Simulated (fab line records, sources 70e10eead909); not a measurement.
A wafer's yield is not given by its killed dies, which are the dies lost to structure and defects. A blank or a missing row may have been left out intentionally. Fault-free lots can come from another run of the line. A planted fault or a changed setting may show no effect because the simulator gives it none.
fab line records	flow nand_harc
record: lots: 14	wafers: 42	last_day: 24
route steps=1159 shown A_STAIRCASE@669 END@1159
lots that met no fault: from a run of the same line without faults
start_h: hours from the record's first day to the start of the lot's first wafer shown	wait_h: hours elapsed since this lot's preceding step	" the same as in the row above	L1.1+2: one row covering several wafers at once	- no value, or no start given	* or withheld: withheld	< > ~ a bound
route shown NAME@n: names a module that has steps shown in the file, with the first one's number in the route	usual: average and standard deviation across the fault-free wafers	same: alike in all rows	chamber/n: place in a boat	sites: each site's reading	_std_site: standard deviation across them	_edge_site: the outer-site mean with the inner-site mean subtracted	radius_mm: for every site, how far away it sits from the centre of the wafer	mask NAME#n: copy n	behind: the tool/chamber that last shaped the wafer	hold: what put the lot on hold/how long, in hours/how the hold closed	device: the n, p or np transistor that did not switch	end of line: at the end of the route, the tests of the same wafers	step lacking rows: just its recipe	killed: dies lost to structure and defects at the first sort, not the wafer's yield	map: a wafer's dies, marking killed ones x, the rest . and places with no die _
set.NAME: the setting that was run; set.NAME@STEP: the one run at that earlier step	model.NAME: the simulator's own value behind a step, which no gauge read
one table for each step of the route and one row for each wafer, over a sample of lots
services: a tool's chamber out of use, with start hour (start_h, from the record's first day; less than 0 if before it), hours out, and reason
== steps ==
step: NHARC_A_STAIRCASE_ETCH_294
recipe: target_depth_a: 49920	time_s: 1212.4	ion_energy_ev: 800	c4f8_flow_sccm: 80	o2_flow_sccm: 60	ar_flow_sccm: withheld	rf_w: 600	bias_w: 3000	chemistry: C4F8/O2/Ar
usual: oes_product_au: 0.934/0.013	rf_vpp_V: 1832/11
lot.wafer	tool	chamber	start_h	wait_h	oes_product_au	rf_hours_counter_h	rf_vpp_V
L677.4	rie_diel-05	1	-	-	0.939	36	1846
L677.6	"	1	"	"	0.953	-	1845
L677.5	"	2	"	"	0.937	-	1834
L679.1	rie_diel-07	2	-	-	0.955	9	1824
L679.5	"	3	"	"	0.932	-	1830
L679.6	"	0	"	"	0.924	-	1848
L680.1	rie_diel-07	0	-	-	0.937	14	1847
L680.2	"	2	"	"	0.956	14	1824
L680.6	"	0	"	"	0.940	-	1846
L685.4	rie_diel-13	2	-	-	0.943	10	1844
L685.2	"	3	"	"	0.936	10	1825
L685.6	"	1	"	"	0.950	-	1812
L682.2	rie_diel-05	0	-	-	0.934	48	1823
L682.3	"	3	"	"	0.940	47	1821
L682.6	"	1	"	"	0.935	-	1845
L681.1	rie_diel-07	3	-	-	0.943	23	1829
L681.3	"	0	"	"	0.939	24	1848
L681.5	"	2	"	"	0.957	-	1824
L687.1	rie_diel-07	3	-	-	0.938	33	1831
L687.2	"	2	"	"	0.947	36	1825
L687.5	"	3	"	"	0.933	-	1829
L689.2	rie_diel-07	2	-	-	0.945	40	1823
L689.3	"	3	"	"	0.928	37	1827
L689.6	"	1	"	"	0.930	-	1832
L686.2	rie_diel-13	1	-	-	0.926	22	1810
L686.1	"	2	"	"	0.911	22	1844
L686.3	"	0	"	"	0.920	22	1845
L690.1	rie_diel-13	3	-	-	0.922	23	1823
L690.4	"	0	"	"	0.930	23	1846
L690.6	"	3	"	"	0.927	-	1822
L692.4	rie_diel-07	3	-	-	0.918	39	1828
L692.6	"	3	"	"	0.908	-	1830
L692.5	"	0	"	"	0.919	-	1846
L691.1	rie_diel-13	1	-	-	0.955	24	1810
L691.3	"	2	"	"	0.940	24	1843
L691.6	"	2	"	"	0.952	-	1843
L693.3	rie_diel-07	0	-	-	0.916	49	1844
L693.6	"	1	"	"	0.915	-	1830
L693.4	"	3	"	"	0.924	-	1828
L698.3	rie_diel-05	2	-	-	0.948	16	1831
L698.4	"	3	"	"	0.934	16	1819
L698.6	"	2	"	"	0.942	-	1831
step: NHARC_A_STAIRCASE_DEP_417
recipe: target_thk_a: 600	step_coverage_pct: 20	temp_c: 400	target_thk_nm: 60	flow_sccm: 200	rf_w: 450	material: Si3N4
usual: heater_power_w: 744/100
lot.wafer	tool	chamber	start_h	wait_h	heater_power_w
L677.4	pecvd-01	0	274.50	-	725
L677.5	"	1	"	"	779
L677.6	"	2	"	"	567
L679.1	pecvd-01	1	282.26	-	784
L679.6	"	0	"	"	704
L679.5	"	1	"	"	782
L680.2	pecvd-03	0	291.51	-	698
L680.1	"	1	"	"	750
L680.6	"	0	"	"	674
L685.2	pecvd-01	2	318.55	-	702
L685.4	"	1	"	"	769
L685.6	"	1	"	"	777
L682.3	pecvd-04	2	321.21	-	639
L682.2	"	1	"	"	803
L682.6	"	2	"	"	655
L681.3	pecvd-03	2	321.31	-	657
L681.1	"	0	"	"	734
L681.5	"	0	"	"	734
L687.2	pecvd-03	0	349.64	-	682
L687.1	"	1	"	"	637
L687.5	"	1	"	"	636
L689.3	pecvd-01	1	353.05	-	785
L689.2	"	0	"	"	710
L689.6	"	2	"	"	640
L686.1	pecvd-03	0	354.83	-	675
L686.2	"	1	"	"	731
L686.3	"	2	"	"	652
L690.1	pecvd-04	0	356.78	-	915
L690.6	"	2	"	"	661
L690.4	"	0	"	"	911
L692.5	pecvd-04	2	362.40	-	668
L692.4	"	0	"	"	999
L692.6	"	1	"	"	773
L691.3	pecvd-04	0	362.61	-	1007
L691.1	"	1	"	"	814
L691.6	"	0	"	"	1006
L693.3	pecvd-01	0	370.70	-	705
L693.6	"	0	"	"	714
L693.4	"	1	"	"	734
L698.3	pecvd-04	2	402.39	-	737
L698.6	"	1	"	"	710
L698.4	"	2	"	"	749
step: NHARC_A_STAIRCASE_ALD_420
recipe: target_thk_a: 200	pulse_time_s: 6	ald_cycles: 200	temp_c: 300	material: SiO2
usual: ald_cycles: 200/0	heater_power_w: 468/37	precursor_pulse_height_rel: 1.001/0.021
lot.wafer	tool	chamber	start_h	wait_h	ald_cycles	heater_power_w	precursor_pulse_height_rel
L677.4	ald_hk-02	2	278.61	-	200	526	1.023
L677.6	"	3	"	"	200	463	0.986
L677.5	"	0	"	"	200	452	1.026
L679.1	ald_hk-01	0	286.31	-	200	478	0.985
L679.6	"	2	"	"	200	506	1.014
L679.5	"	3	"	"	200	421	0.974
L680.1	ald_hk-01	1	295.40	-	200	423	1.006
L680.2	"	2	"	"	200	520	0.966
L680.6	"	0	"	"	200	471	0.994
L685.2	ald_hk-01	2	322.58	-	200	506	1.019
L685.4	"	3	"	"	200	428	1.017
L685.6	"	2	"	"	200	519	0.985
L682.2	ald_hk-01	1	323.37	-	200	419	1.001
L682.3	"	3	"	"	200	418	0.996
L682.6	"	2	"	"	200	510	0.968
L681.3	ald_hk-01	0	325.41	-	200	461	0.998
L681.1	"	1	"	"	200	417	0.996
L681.5	"	3	"	"	200	432	0.998
L687.2	ald_hk-01	2	353.38	-	200	513	1.045
L687.1	"	0	"	"	200	474	0.961
L687.5	"	3	"	"	200	434	0.990
L689.2	ald_hk-02	2	358.65	-	200	505	0.947
L689.3	"	3	"	"	200	472	1.001
L689.6	"	3	"	"	200	489	0.966
L686.2	ald_hk-01	3	358.65	-	200	439	0.982
L686.3	"	0	"	"	200	472	0.984
L686.1	"	2	"	"	305	518	0.977
L690.4	ald_hk-03	1	358.91	-	200	514	1.000
L690.1	"	2	"	"	200	415	1.021
L690.6	"	0	"	"	200	405	0.996
L692.4	ald_hk-01	0	366.04	-	305	471	1.014
L692.5	"	0	"	"	305	476	0.971
L692.6	"	1	"	"	200	432	1.008
L691.1	ald_hk-02	3	366.36	-	200	483	0.967
L691.3	"	0	"	"	200	438	0.960
L691.6	"	1	"	"	200	492	0.997
L693.3	ald_hk-01	2	374.65	-	200	505	1.010
L693.4	"	0	"	"	305	479	1.029
L693.6	"	1	"	"	200	431	1.012
L698.3	ald_hk-02	3	406.82	-	200	475	0.977
L698.4	"	0	"	"	200	428	0.997
L698.6	"	1	"	"	200	498	1.050
step: NHARC_A_STAIRCASE_DEP_151
recipe: target_thk_a: 38000	temp_c: 400	target_thk_nm: 3800	teos_flow_sccm: 200	rf_w: 500	material: SiO2
usual: heater_power_w: 664/96
lot.wafer	tool	chamber	start_h	wait_h	heater_power_w
L677.5	pecvd-01	1	283.89	0.7	614
L677.6	"	2	"	"	550
L677.4	"	0	"	"	579
L679.1	pecvd-04	2	294.44	0.6	644
L679.6	"	2	"	"	577
L679.5	"	1	"	"	681
L680.1	pecvd-04	0	303.51	0.4	899
L680.2	"	1	"	"	678
L680.6	"	0	"	"	854
L685.2	pecvd-03	0	328.07	0.6	632
L685.6	"	2	"	"	596
L685.4	"	0	"	"	581
L681.3	pecvd-01	1	334.40	0.4	747
L681.1	"	2	"	"	640
L681.5	"	1	"	"	638
L682.3	pecvd-04	2	334.50	0.5	634
L682.2	"	0	"	"	893
L682.6	"	0	"	"	808
L687.1	pecvd-03	2	364.05	0.4	702
L687.2	"	1	"	"	710
L687.5	"	1	"	"	604
L686.2	pecvd-04	1	367.24	0.4	834
L686.3	"	2	"	"	666
L686.1	"	0	"	"	963
L689.3	pecvd-01	2	367.28	0.5	632
L689.2	"	0	"	"	680
L689.6	"	1	"	"	601
L690.1	pecvd-03	0	367.38	0.6	664
L690.4	"	2	"	"	610
L690.6	"	0	"	"	605
L691.3	pecvd-03	1	374.35	0.5	601
L691.1	"	2	"	"	686
L691.6	"	1	"	"	599
L692.4	pecvd-04	1	374.54	0.7	671
L692.6	"	2	"	"	580
L692.5	"	0	"	"	836
L693.3	pecvd-01	2	382.90	0.5	580
L693.4	"	1	"	"	617
L693.6	"	2	"	"	535
L698.3	pecvd-03	2	415.89	0.4	655
L698.6	"	2	"	"	585
L698.4	"	1	"	"	585
step: NHARC_END_SORT_01
recipe: temp_c: 25
usual: killed_at_array: 28/10	killed_at_other: 0.6/1.1	killed_at_periphery: 3.6/2.6	killed_dies: 32/10	killed_open: 3.3/1.8	killed_short: 1.9/1.4
same: gross_dies: 677
lot.wafer	tool	chamber	start_h	wait_h	killed_at_array	killed_at_other	killed_at_periphery	killed_dies	killed_open	killed_short
L677.4	prober-02	0	443.45	3.4	28	0	3	31	3	2
L677.5	prober-02	0	444.25	3.7	32	0	1	33	3	3
L677.6	prober-02	0	445.05	4.0	30	0	1	31	1	3
L680.1	prober-02	0	457.26	2.5	30	0	2	32	2	1
L680.2	prober-02	0	458.06	2.8	26	0	3	29	5	0
L680.6	prober-02	0	461.25	4.0	22	0	3	25	3	1
L679.1	prober-01	0	464.39	2.5	19	0	8	27	3	1
L679.5	prober-01	0	467.64	3.8	17	2	7	26	6	2
L679.6	prober-01	0	468.46	4.1	13	1	9	23	5	3
L685.2	prober-01	0	493.32	2.8	12	0	3	15	3	1
L685.4	prober-01	0	494.91	3.4	27	3	0	30	6	2
L685.6	prober-01	0	496.50	4.0	16	3	4	23	3	4
L682.2	prober-02	0	493.34	2.8	25	0	6	31	3	3
L682.3	prober-02	0	494.14	3.1	30	2	5	37	5	3
L682.6	prober-02	0	496.55	4.0	25	0	4	29	4	2
L681.1	prober-02	0	505.27	2.5	37	0	0	37	2	3
L681.3	prober-02	0	506.85	3.1	41	0	1	42	3	1
L681.5	prober-02	0	508.43	3.7	38	1	1	40	1	3
L687.1	prober-02	0	513.74	2.5	31	1	2	34	2	1
L687.2	prober-02	0	514.55	2.8	24	0	2	26	2	1
L687.5	prober-02	0	516.97	3.7	21	0	3	24	3	2
L690.1	prober-01	0	523.19	2.5	24	1	6	31	2	3
L690.4	prober-01	0	525.60	3.4	29	2	6	37	4	1
L690.6	prober-01	0	527.20	4.0	22	1	10	33	5	1
L686.1	prober-01	0	534.32	2.5	11	0	5	16	3	2
L686.2	prober-01	0	535.12	2.8	17	0	2	19	4	4
L686.3	prober-01	0	535.92	3.1	18	0	4	22	1	0
L689.2	prober-02	0	535.17	2.8	43	1	2	46	3	1
L689.3	prober-02	0	535.97	3.1	51	1	1	53	2	1
L689.6	prober-02	0	538.37	4.0	49	0	1	50	7	1
L692.4	prober-01	0	544.55	3.4	28	0	3	31	4	3
L692.5	prober-01	0	545.34	3.7	34	0	1	35	1	5
L692.6	prober-01	0	546.13	4.0	34	0	0	34	5	1
L691.1	prober-02	0	547.82	2.5	21	0	3	24	5	1
L691.3	prober-02	0	549.42	3.1	21	0	5	26	3	1
L691.6	prober-02	0	551.82	4.0	25	0	6	31	3	4
L693.3	prober-02	0	557.22	3.1	19	0	6	25	5	1
L693.4	prober-02	0	558.03	3.4	21	0	5	26	2	2
L693.6	prober-02	0	559.64	4.0	16	0	0	16	0	0
L698.3	prober-01	0	579.27	3.1	20	0	4	24	6	4
L698.4	prober-01	0	580.07	3.4	17	0	3	20	3	1
L698.6	prober-01	0	581.66	4.0	17	1	5	23	3	2
killed by level:class
L677.4 A_CHANNEL_HOLE_D1:chamber_film_flake=19 A_CONTACT:geometric_particle:open=2 A_STAIRCASE:chamber_film_flake=2 A_SLIT:chamber_film_flake=2 A_CONTACT:chamber_film_flake=2 P_GATE:geometric_particle:short=1 P_M1:geometric_particle:open=1 A_CHANNEL_FILL_D1:geometric_particle:short=1
L677.5 A_CHANNEL_HOLE_D1:chamber_film_flake=18 A_STAIRCASE:chamber_film_flake=5 A_SLIT:chamber_film_flake=3 P_M0:geometric_particle:short=1 A_CHANNEL_FILL_D1:geometric_particle:short=1 A_CHANNEL_FILL_D1:geometric_particle:open=1 A_SGD_CUT:geometric_particle:open=1 A_M0:geometric_particle:open=1
L677.6 A_CHANNEL_HOLE_D1:chamber_film_flake=18 A_STAIRCASE:chamber_film_flake=4 A_CONTACT:chamber_film_flake=4 P_M0:geometric_particle:short=1 A_CHANNEL_FILL_D1:geometric_particle:short=1 A_STAIRCASE:geometric_particle:short=1 A_CONTACT:geometric_particle:open=1 A_WL_FILL:chamber_film_flake=1
L680.1 A_SLIT:chamber_film_flake=16 A_CONTACT:chamber_film_flake=5 A_ZERO_WELL:chamber_film_flake=3 A_CHANNEL_HOLE_D1:chamber_film_flake=2 P_CONTACT:geometric_particle:open=1 A_CHANNEL_HOLE_D1:geometric_particle:short=1 A_CHANNEL_HOLE_D1:geometric_particle:open=1 P_BONDPAD:chamber_film_flake=1
L680.2 A_SLIT:chamber_film_flake=12 A_CONTACT:chamber_film_flake=4 A_STAIRCASE:chamber_film_flake=2 A_SGD_CUT:chamber_film_flake=2 P_M0:geometric_particle:open=1 A_ONON_D1:geometric_particle:open=1 A_CHANNEL_FILL_D1:geometric_particle:open=1 A_M0:geometric_particle:open=1
L680.6 A_SLIT:chamber_film_flake=15 P_CONTACT:geometric_particle:open=1 A_SGD_CUT:geometric_particle:open=1 A_WL_FILL:geometric_particle:short=1 A_M0:geometric_particle:open=1 P_ZERO_WELL:chamber_film_flake=1 P_STI:chamber_film_flake=1 A_ZERO_WELL:chamber_film_flake=1
L679.1 A_WL_FILL:chamber_film_flake=5 P_ZERO_WELL:chamber_film_flake=4 A_CHANNEL_HOLE_D1:chamber_film_flake=4 A_CONTACT:chamber_film_flake=3 P_GATE:chamber_film_flake=2 P_M1:chamber_film_flake=2 A_STAIRCASE:chamber_film_flake=2 A_SLIT:geometric_particle:open=1
L679.5 A_CONTACT:geometric_particle:open=4 A_STAIRCASE:chamber_film_flake=4 A_WL_FILL:geometric_particle:short=2 P_M1:chamber_film_flake=2 A_CHANNEL_HOLE_D1:chamber_film_flake=2 A_WL_FILL:chamber_film_flake=2 THIN_TSV:chamber_film_flake=2 P_CONTACT:geometric_particle:open=1
L679.6 A_CHANNEL_HOLE_D1:chamber_film_flake=5 P_GATE:chamber_film_flake=3 P_CONTACT:geometric_particle:open=2 A_WL_FILL:chamber_film_flake=2 P_STI:geometric_particle:short=1 P_GATE:geometric_particle:open=1 A_SLIT:geometric_particle:short=1 THIN_TSV:chamber_film_flake=1
L685.2 A_CONTACT:chamber_film_flake=4 A_ZERO_WELL:chamber_film_flake=3 A_CHANNEL_HOLE_D1:chamber_film_flake=2 P_GATE:geometric_particle:open=1 A_STAIRCASE:geometric_particle:open=1 A_WL_FILL:geometric_particle:short=1 A_CONTACT:geometric_particle:open=1 P_ZERO_WELL:chamber_film_flake=1
L682.2 A_CHANNEL_HOLE_D1:chamber_film_flake=17 A_CONTACT:chamber_film_flake=2 P_GATE:geometric_particle:short=1 P_GATE:geometric_particle:open=1 P_M0:geometric_particle:open=1 P_M2:geometric_particle:open=1 A_CHANNEL_HOLE_D1:geometric_particle:short=1 A_CHANNEL_FILL_D1:geometric_particle:short=1
L682.3 A_CHANNEL_HOLE_D1:chamber_film_flake=12 P_M1:chamber_film_flake=3 A_CHANNEL_FILL_D1:chamber_film_flake=3 A_STAIRCASE:chamber_film_flake=2 A_WL_FILL:chamber_film_flake=2 A_CONTACT:chamber_film_flake=2 THIN_TSV:chamber_film_flake=2 A_SOURCE_PLATE:geometric_particle:open=1
L685.4 A_CHANNEL_HOLE_D1:chamber_film_flake=5 A_CONTACT:chamber_film_flake=5 A_CONTACT:geometric_particle:open=3 A_ZERO_WELL:chamber_film_flake=3 A_STAIRCASE:chamber_film_flake=3 THIN_TSV:chamber_film_flake=3 A_ONON_D1:geometric_particle:short=1 A_CHANNEL_HOLE_D1:geometric_particle:open=1
L685.6 A_CONTACT:chamber_film_flake=5 A_CONTACT:geometric_particle:open=3 A_CHANNEL_HOLE_D1:chamber_film_flake=3 THIN_TSV:chamber_film_flake=3 P_GATE:chamber_film_flake=2 A_STAIRCASE:chamber_film_flake=2 P_STI:geometric_particle:short=1 A_CHANNEL_HOLE_D1:geometric_particle:short=1
L682.6 A_CHANNEL_HOLE_D1:chamber_film_flake=12 A_CONTACT:chamber_film_flake=4 P_M0:geometric_particle:open=2 P_M1:chamber_film_flake=2 A_WL_FILL:chamber_film_flake=2 A_CHANNEL_FILL_D1:geometric_particle:short=1 A_WL_FILL:geometric_particle:short=1 A_BLC:geometric_particle:open=1
L681.1 A_CHANNEL_HOLE_D1:chamber_film_flake=20 A_SLIT:chamber_film_flake=7 A_CONTACT:chamber_film_flake=4 A_SGD_CUT:geometric_particle:short=2 A_SOURCE_PLATE:geometric_particle:short=1 A_CONTACT:geometric_particle:open=1 A_BLC:geometric_particle:open=1 A_WL_FILL:chamber_film_flake=1
L681.3 A_CHANNEL_HOLE_D1:chamber_film_flake=17 A_SLIT:chamber_film_flake=11 A_CONTACT:chamber_film_flake=5 A_WL_FILL:chamber_film_flake=3 P_CONTACT:geometric_particle:open=1 A_CHANNEL_FILL_D1:geometric_particle:open=1 A_WL_FILL:geometric_particle:open=1 A_CONTACT:geometric_particle:short=1
L681.5 A_CHANNEL_HOLE_D1:chamber_film_flake=15 A_SLIT:chamber_film_flake=13 A_WL_FILL:chamber_film_flake=4 A_CONTACT:chamber_film_flake=2 P_M0:geometric_particle:short=1 A_ONON_D1:geometric_particle:short=1 A_STAIRCASE:geometric_particle:open=1 A_CONTACT:geometric_particle:short=1
L687.1 A_CHANNEL_HOLE_D1:chamber_film_flake=19 A_CHANNEL_FILL_D1:chamber_film_flake=3 A_WL_FILL:chamber_film_flake=3 A_CONTACT:chamber_film_flake=3 P_M0:geometric_particle:open=1 A_CHANNEL_FILL_D1:geometric_particle:short=1 A_M1:geometric_particle:open=1 P_GATE:chamber_film_flake=1
L687.2 A_CHANNEL_HOLE_D1:chamber_film_flake=13 A_STAIRCASE:chamber_film_flake=4 A_CHANNEL_FILL_D1:chamber_film_flake=2 A_CONTACT:chamber_film_flake=2 P_CONTACT:geometric_particle:short=1 A_WL_FILL:geometric_particle:open=1 A_BLC:geometric_particle:open=1 P_BONDPAD:chamber_film_flake=1
L687.5 A_CHANNEL_HOLE_D1:chamber_film_flake=15 P_GATE:chamber_film_flake=2 P_CONTACT:geometric_particle:short=1 A_ONON_D1:geometric_particle:short=1 A_WL_FILL:geometric_particle:open=1 A_CONTACT:geometric_particle:open=1 A_M0:geometric_particle:open=1 A_STAIRCASE:chamber_film_flake=1
L690.1 A_CHANNEL_HOLE_D1:chamber_film_flake=19 P_M0:chamber_film_flake=4 P_STI:geometric_particle:short=1 A_ONON_D1:geometric_particle:short=1 A_CHANNEL_HOLE_D1:geometric_particle:open=1 A_CONTACT:geometric_particle:short=1 A_BLC:geometric_particle:open=1 P_GATE:chamber_film_flake=1
L690.4 A_CHANNEL_HOLE_D1:chamber_film_flake=20 P_M0:chamber_film_flake=4 A_STAIRCASE:chamber_film_flake=3 A_CONTACT:chamber_film_flake=2 THIN_TSV:chamber_film_flake=2 P_GATE:geometric_particle:short=1 P_M0:geometric_particle:open=1 A_ONON_D1:geometric_particle:open=1
L690.6 A_CHANNEL_HOLE_D1:chamber_film_flake=17 P_M0:chamber_film_flake=5 P_M2:geometric_particle:open=2 A_STAIRCASE:chamber_film_flake=2 P_GATE:geometric_particle:open=1 A_ONON_D1:geometric_particle:open=1 A_CHANNEL_HOLE_D1:geometric_particle:open=1 A_CHANNEL_FILL_D1:geometric_particle:short=1
L686.1 A_CHANNEL_HOLE_D1:chamber_film_flake=3 P_CONTACT:geometric_particle:open=2 A_CHANNEL_FILL_D1:chamber_film_flake=2 A_STAIRCASE:chamber_film_flake=2 A_CONTACT:chamber_film_flake=2 P_CONTACT:geometric_particle:short=1 P_M1:geometric_particle:short=1 A_M0:geometric_particle:open=1
L686.2 A_CHANNEL_HOLE_D1:chamber_film_flake=4 A_CHANNEL_HOLE_D1:geometric_particle:short=3 A_CONTACT:geometric_particle:open=2 A_SGD_CUT:chamber_film_flake=2 A_WL_FILL:chamber_film_flake=2 P_GATE:geometric_particle:short=1 A_WL_FILL:geometric_particle:open=1 A_M1:geometric_particle:open=1
L689.2 A_CHANNEL_HOLE_D1:chamber_film_flake=15 A_SLIT:chamber_film_flake=11 A_CONTACT:chamber_film_flake=7 A_CONTACT:geometric_particle:open=2 A_CHANNEL_FILL_D1:chamber_film_flake=2 A_STAIRCASE:chamber_film_flake=2 A_WL_FILL:chamber_film_flake=2 P_CONTACT:geometric_particle:open=1
L686.3 A_CHANNEL_HOLE_D1:chamber_film_flake=8 A_STAIRCASE:chamber_film_flake=4 A_CONTACT:chamber_film_flake=3 P_ZERO_WELL:chamber_film_flake=2 A_ONON_D1:geometric_particle:open=1 P_GATE:chamber_film_flake=1 P_BONDPAD:chamber_film_flake=1 A_CHANNEL_FILL_D1:chamber_film_flake=1
L689.3 A_CHANNEL_HOLE_D1:chamber_film_flake=22 A_SLIT:chamber_film_flake=12 A_CONTACT:chamber_film_flake=11 A_CHANNEL_FILL_D1:chamber_film_flake=2 A_CHANNEL_FILL_D1:geometric_particle:short=1 A_SGD_CUT:geometric_particle:open=1 A_CONTACT:geometric_particle:open=1 P_BONDPAD:chamber_film_flake=1
L689.6 A_CHANNEL_HOLE_D1:chamber_film_flake=19 A_SLIT:chamber_film_flake=11 A_CONTACT:chamber_film_flake=10 A_ONON_D1:geometric_particle:open=2 A_CONTACT:geometric_particle:open=2 P_M0:geometric_particle:open=1 A_SOURCE_PLATE:geometric_particle:short=1 A_BLC:geometric_particle:open=1
L692.4 A_SLIT:chamber_film_flake=13 A_STAIRCASE:chamber_film_flake=5 A_CHANNEL_HOLE_D1:chamber_film_flake=2 A_CONTACT:chamber_film_flake=2 P_STI:geometric_particle:short=1 P_M0:geometric_particle:open=1 A_SOURCE_PLATE:geometric_particle:open=1 A_SOURCE_PLATE:geometric_particle:short=1
L692.5 A_STAIRCASE:chamber_film_flake=12 A_SLIT:chamber_film_flake=9 A_CONTACT:chamber_film_flake=5 A_ONON_D1:geometric_particle:short=2 A_CONTACT:geometric_particle:short=1 A_CONTACT:geometric_particle:open=1 A_M0:geometric_particle:short=1 A_M1:geometric_particle:short=1
L692.6 A_SLIT:chamber_film_flake=11 A_CHANNEL_HOLE_D1:chamber_film_flake=6 A_STAIRCASE:chamber_film_flake=5 A_CONTACT:chamber_film_flake=5 A_CONTACT:geometric_particle:open=2 A_ONON_D1:geometric_particle:open=1 A_CHANNEL_FILL_D1:geometric_particle:short=1 A_WL_FILL:geometric_particle:open=1
L691.1 A_CHANNEL_HOLE_D1:chamber_film_flake=4 A_SGD_CUT:chamber_film_flake=4 A_WL_FILL:chamber_film_flake=4 P_CONTACT:geometric_particle:open=2 A_CONTACT:geometric_particle:open=2 A_STAIRCASE:chamber_film_flake=2 A_CONTACT:chamber_film_flake=2 A_M0:geometric_particle:open=1
L691.3 A_STAIRCASE:chamber_film_flake=8 A_CHANNEL_HOLE_D1:chamber_film_flake=5 A_CONTACT:chamber_film_flake=3 A_SGD_CUT:chamber_film_flake=2 P_GATE:geometric_particle:open=1 P_M1:geometric_particle:open=1 P_M2:geometric_particle:open=1 A_CHANNEL_FILL_D1:geometric_particle:short=1
L691.6 P_M0:chamber_film_flake=4 A_CHANNEL_HOLE_D1:chamber_film_flake=4 A_STAIRCASE:chamber_film_flake=4 A_SGD_CUT:chamber_film_flake=3 A_CONTACT:geometric_particle:short=2 A_ZERO_WELL:chamber_film_flake=2 A_SLIT:chamber_film_flake=2 A_CONTACT:chamber_film_flake=2
L693.3 A_CONTACT:chamber_film_flake=8 A_CHANNEL_HOLE_D1:chamber_film_flake=6 P_M0:geometric_particle:open=2 A_SLIT:chamber_film_flake=2 P_GATE:geometric_particle:open=1 A_CHANNEL_FILL_D1:geometric_particle:open=1 A_SGD_CUT:geometric_particle:short=1 A_CONTACT:geometric_particle:open=1
L693.4 A_CHANNEL_HOLE_D1:chamber_film_flake=9 A_CONTACT:chamber_film_flake=9 A_STAIRCASE:chamber_film_flake=2 P_CONTACT:geometric_particle:open=1 P_M1:geometric_particle:open=1 P_M1:geometric_particle:short=1 P_M2:geometric_particle:short=1 P_GATE:chamber_film_flake=1
L693.6 A_CHANNEL_HOLE_D1:chamber_film_flake=6 A_CONTACT:chamber_film_flake=6 A_STAIRCASE:chamber_film_flake=2 A_CHANNEL_FILL_D1:chamber_film_flake=1 A_M0:chamber_film_flake=1
L698.3 A_CHANNEL_HOLE_D1:chamber_film_flake=8 A_WL_FILL:geometric_particle:open=2 A_CONTACT:geometric_particle:open=2 A_CONTACT:geometric_particle:short=2 P_GATE:chamber_film_flake=2 A_CONTACT:chamber_film_flake=2 P_M0:geometric_particle:open=1 A_WL_FILL:geometric_particle:short=1
L698.4 A_CHANNEL_HOLE_D1:chamber_film_flake=11 A_ONON_D1:geometric_particle:short=1 A_STAIRCASE:geometric_particle:open=1 A_CONTACT:geometric_particle:open=1 A_M1:geometric_particle:open=1 P_ZERO_WELL:chamber_film_flake=1 P_STI:chamber_film_flake=1 P_GATE:chamber_film_flake=1
L698.6 A_CHANNEL_HOLE_D1:chamber_film_flake=8 P_GATE:chamber_film_flake=4 A_CONTACT:chamber_film_flake=3 A_ONON_D1:geometric_particle:open=1 A_CHANNEL_FILL_D1:geometric_particle:short=1 A_SLIT:geometric_particle:open=1 A_WL_FILL:geometric_particle:short=1 STARTING-WAFER:geometric_particle:open=1
== services ==
tool	chamber	start_h	hours	kind
pecvd-01	-	262.27	2.1	repair
pecvd-03	-	265.38	2.1	repair
rie_diel-13	-	276.08	9.0	pm
pecvd-03	-	277.69	2.9	repair
ald_hk-02	-	282.78	10.0	pm
pecvd-01	-	288.33	1.3	repair
pecvd-03	-	292.00	13.0	pm
pecvd-01	0	303.67	23.3	repair
rie_diel-05	-	321.33	2.1	repair
ald_hk-03	-	322.00	10.0	pm
ald_hk-02	-	326.18	1.1	repair
rie_diel-05	0	337.34	6.3	repair
rie_diel-05	-	340.62	9.0	pm
pecvd-03	-	346.53	1.1	repair
pecvd-04	-	376.37	13.0	pm
pecvd-04	0	376.37	13.0	vent_cycle
pecvd-04	1	376.37	13.0	vent_cycle
pecvd-04	2	376.37	13.0	vent_cycle
rie_diel-07	3	379.10	4.6	repair
rie_diel-05	3	379.32	4.2	repair
ald_hk-01	-	381.59	10.8	repair
pecvd-04	0	389.37	-	clean
rie_diel-13	3	390.10	4.1	repair
pecvd-04	-	393.66	0.8	repair
== key ==
first_sign: step: NHARC_A_STAIRCASE_ALD_420	reading: ald_cycles	direction: up	sigmas: 99+	usual: 200	struck: 305
effect none on later readings
met_at NHARC_A_STAIRCASE_ALD_420
struck_lots L686,L692,L693
struck_wafers L686.1,L692.4,L692.5,L693.4
tester_left_out L686,L692,L693
not_acting_at NHARC_A_STAIRCASE_ETCH_294,NHARC_A_STAIRCASE_DEP_417,NHARC_A_STAIRCASE_DEP_151
onset_between 353.38 358.65
fault: kind: process_parameter_drift	tool: ald_hk-01	chamber: -	onset_h: 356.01	steps: NHARC_A_STAIRCASE_ALD_420	channel: ald_cycles	offset: 105	shape: step	end_h: 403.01	scope: struck_wafers_only	acts_in: these_recipes_only	stated: 200
tester_left_out: of these lots the tester's yield and bins aren't shown, on N5 and GAA mostly nor the transistor test; their killed dies are dies lost to structure and defects alone, not to doping, threshold or leakage, so they don't give the yield
